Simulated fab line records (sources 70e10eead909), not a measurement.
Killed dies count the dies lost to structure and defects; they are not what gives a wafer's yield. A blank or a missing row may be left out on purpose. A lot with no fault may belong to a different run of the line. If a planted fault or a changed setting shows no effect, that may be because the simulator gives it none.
Struck lot and sound lot, side by side | flow nand harc | 14 out of 1302 route steps
Sound: wafers L994.2, L994.3, L994.5. Struck: wafer L106.2. (L106.4, L106.5 of the same lot were not struck and are left out.) The cause comes at the end.
Each step with rows lists, per side, the tool, then ch with its chambers, then its first start. Under that, the readings that differ: sound wafers | struck wafers | difference of the means | sigmas: that difference in standard deviations of wafers without a fault.
alike: words and numbers the same on both sides, and readings whose means are apart by under 2 such deviations; not compared: readings that were withheld, readings missing a value for some wafer, numbers with overlapping values and no deviation given by the record, and bounds like >300 which may hide the same value.
A row with sigmas, a row that says differs or no value, or rows on one side alone: a step with any of these is where the two part. Non-overlapping numbers with no deviation appear without sigmas and do not part them. Lack of a reading on every wafer of one side parts them only where that side has two or more wafers.

NHARC_A_STAIRCASE_TRIM_222: chemistry O2, time 211.2 s.
  sound on rie diel-01 ch 2,3; struck on rie diel-01 ch 3
  alike: drypump motor current A, oes product au, rf vpp V, showerhead plenum p Torr, throttle valve pct
  not compared: rf hours counter h
then, 2 steps without rows for these wafers: NHARC_A_STAIRCASE_ETCH_223 (etches the open film in C4F8/O2, target depth 100 nm, time 40.5 s); NHARC_A_STAIRCASE_TRIM_224 (chemistry O2, time 211.2 s).
NHARC_A_STAIRCASE_ETCH_225: etches the open film in C4F8/O2, target depth 100 nm, time 40.5 s.
  sound on rie diel-01 ch 0,2,3; struck on rie diel-01 ch 0
  alike: oes product au, rf fwd power W, rf vpp V
  not compared: rf hours counter h
then, 2 steps without rows for these wafers: NHARC_A_STAIRCASE_TRIM_226 (chemistry O2, time 211.2 s); NHARC_A_STAIRCASE_ETCH_227 (etches the open film in C4F8/O2, target depth 100 nm, time 40.5 s).
NHARC_A_STAIRCASE_TRIM_229: chemistry O2, time 211.2 s.
  sound on rie diel-01 ch 0,1,2, day 18 08:55; struck on rie diel-04 ch 1, day 23 20:54
  alike: drypump motor current A, oes product au, rf vpp V, showerhead plenum p Torr, throttle valve pct
  not compared: rf hours counter h
then, 1 step without rows for these wafers: NHARC_A_STAIRCASE_ETCH_230 (etches the open film in C4F8/O2, target depth 100 nm, time 40.5 s).
NHARC_A_STAIRCASE_TRIM_231: chemistry O2, time 211.2 s.
  sound on rie diel-01 ch 0,2,3; struck on rie diel-04 ch 0
  reading                | sound                | struck | difference | sigmas
  throttle valve pct (%) | 17.036 17.024 17.034 | 17.054 | +0.023     | +3
  alike: drypump motor current A, oes product au, rf vpp V, showerhead plenum p Torr
  not compared: rf hours counter h
then, 1 step without rows for these wafers: NHARC_A_STAIRCASE_ETCH_232 (etches the open film in C4F8/O2, target depth 100 nm, time 40.5 s).
NHARC_A_STAIRCASE_TRIM_233: chemistry O2, time 211.2 s.
  sound on rie diel-01 ch 0,1,2; struck on rie diel-04 ch 0
  alike: drypump motor current A, oes product au, rf vpp V, showerhead plenum p Torr, throttle valve pct
  not compared: rf hours counter h
NHARC_A_STAIRCASE_ETCH_234: etches the open film in C4F8/O2, target depth 100 nm, time 40.5 s.
  sound on rie diel-01 ch 0,2,3, day 18 09:34; struck on rie diel-04 ch 1, day 23 21:34
  reading               | sound             | struck | difference | sigmas
  oes product au (a.u.) | 0.950 0.974 0.938 | 1.082  | +0.128     | +10
  alike: rf fwd power W, rf vpp V
  not compared: rf hours counter h
then, 1 step without rows for these wafers: NHARC_A_STAIRCASE_TRIM_235 (chemistry O2, time 211.2 s).
-- jump in the record: it breaks off in module A_STAIRCASE and resumes in module END (first step shown: number 1302 of the route), and 8 days separate the struck wafers' starts before and after --
NHARC_END_SORT_01:
  here the record holds rows for the struck wafers (prober-02 ch 0, day 31 18:05) but none for the sound ones

WHERE THEY PART
At NHARC_A_STAIRCASE_TRIM_231 first; at NHARC_END_SORT_01 last (within this record only).

WHY: whatever the simulator had introduced
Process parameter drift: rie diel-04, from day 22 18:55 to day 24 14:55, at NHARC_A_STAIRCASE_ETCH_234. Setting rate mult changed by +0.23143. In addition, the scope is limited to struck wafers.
